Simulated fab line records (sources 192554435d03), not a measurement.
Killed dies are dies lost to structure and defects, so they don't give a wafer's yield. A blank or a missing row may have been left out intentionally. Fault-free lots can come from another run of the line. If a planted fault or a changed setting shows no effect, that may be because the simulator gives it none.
Lot-split experiment ; flow n5_finfet ; 21 wafers read from 7 lots, route of 1938 steps

== THE SPLIT ITSELF ==
At N5_DUMMY_GATE_ETCH_42 (etches SiO2 in CHF3/O2, target depth 3.5 nm, time 31 s), the setting bias_w was moved away from the recipe's 12 W on 8 of the 21 wafers read, by -17.8% to +15.7%. This setting was run at the recipe's value on the other wafers.

Reading taken at the split's own step.

== THE READING ==
rf_vpp_V, in V, at N5_DUMMY_GATE_ETCH_42 (etches SiO2 in CHF3/O2, target depth 3.5 nm, time 31 s). Typical for fault-free wafers on this fab line: 42.7 V, with standard deviation 0.85 V.

wafer;tool, chamber at the split;bias_w as run, W;against the recipe;rf_vpp_V, V;against lot-mates on the recipe
L074.2;rie_diel-06, 1;11.25;-6.2%;41.4;no lot-mate on the recipe
L074.3;rie_diel-06, 2;11.25;-6.2%;41.0;no lot-mate on the recipe
L074.4;rie_diel-06, 0;11.25;-6.2%;41.8;no lot-mate on the recipe
L076.1;rie_diel-05, 1;13.89;+15.7%;47.5;+5.1
L076.2;rie_diel-05, 0;13.89;+15.7%;47.4;+5.0
L076.5;rie_diel-05, 1;12;recipe;42.4;-
L084.3;rie_diel-03, 1;12;recipe;43.1;-
L084.5;rie_diel-03, 1;12;recipe;43.0;-
L084.6;rie_diel-03, 2;11.46;-4.5%;42.1;-0.9
L085.1;rie_diel-06, 1;12;recipe;42.7;-
L085.5;rie_diel-06, 0;12;recipe;42.3;-
L085.6;rie_diel-06, 1;12;recipe;44.6;-
L092.1;rie_diel-05, 3;12;recipe;42.9;-
L092.2;rie_diel-05, 1;12;recipe;43.6;-
L092.3;rie_diel-05, 2;12;recipe;42.5;-
L093.2;rie_diel-05, 3;12;recipe;42.4;-
L093.3;rie_diel-05, 1;10.27;-14.4%;38.7;-3.5
L093.4;rie_diel-05, 2;12;recipe;42.0;-
L091.1;rie_diel-03, 1;9.86;-17.8%;35.7;-6.3
L091.5;rie_diel-03, 2;12;recipe;42.8;-
L091.6;rie_diel-03, 3;12;recipe;41.3;-

FIT RESULTS
A straight line over all 21 wafers: rf_vpp_V changes by +0.312 V for each +1% of bias_w; r = +0.95; the points scatter about the line by 0.79 V.
The same after taking each lot's own level away (the mean of its wafers on the recipe; 18 wafers): +0.314 V for each +1%; r = +0.97; scatter 0.65 V.
The reading moves by 5.6 V for the largest change in bias_w, on that fit.
The span of the lots' own levels, 42.05 to 43.20 V, comes to 1.4 times the standard deviation stated above.
Hence the lot-to-lot level has little effect on the slope; both slopes agree.
Check: with one of the wafers moved furthest among these (-17.8%) left out of the fit, the line predicts -5.11 V for it against its lot-mates. It came out at -6.35 V against them.
Tool readings at the split's step, against how far the setting was moved: rf_vpp_V r = +0.95.

== THESE WAFERS: OTHER SPLITS ==
Before the reading, these wafers also passed through other splits. Each is held against what the fit with the lots' levels taken away leaves over:
other split on the same wafers;wafers away from the commonest value;r with rf_vpp_V (lot level and that fit taken away)
N5_PMOS_HMC_CHANNEL_EPI_PEB_07 peb_temp_c;8;-0.13
N5_FIN_CUT_COAT_19 spin_rpm;6;-0.17

== FILE'S OWN FIT ==
rf_vpp_V changes by +0.312 V for each +1% of bias_w, r = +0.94.
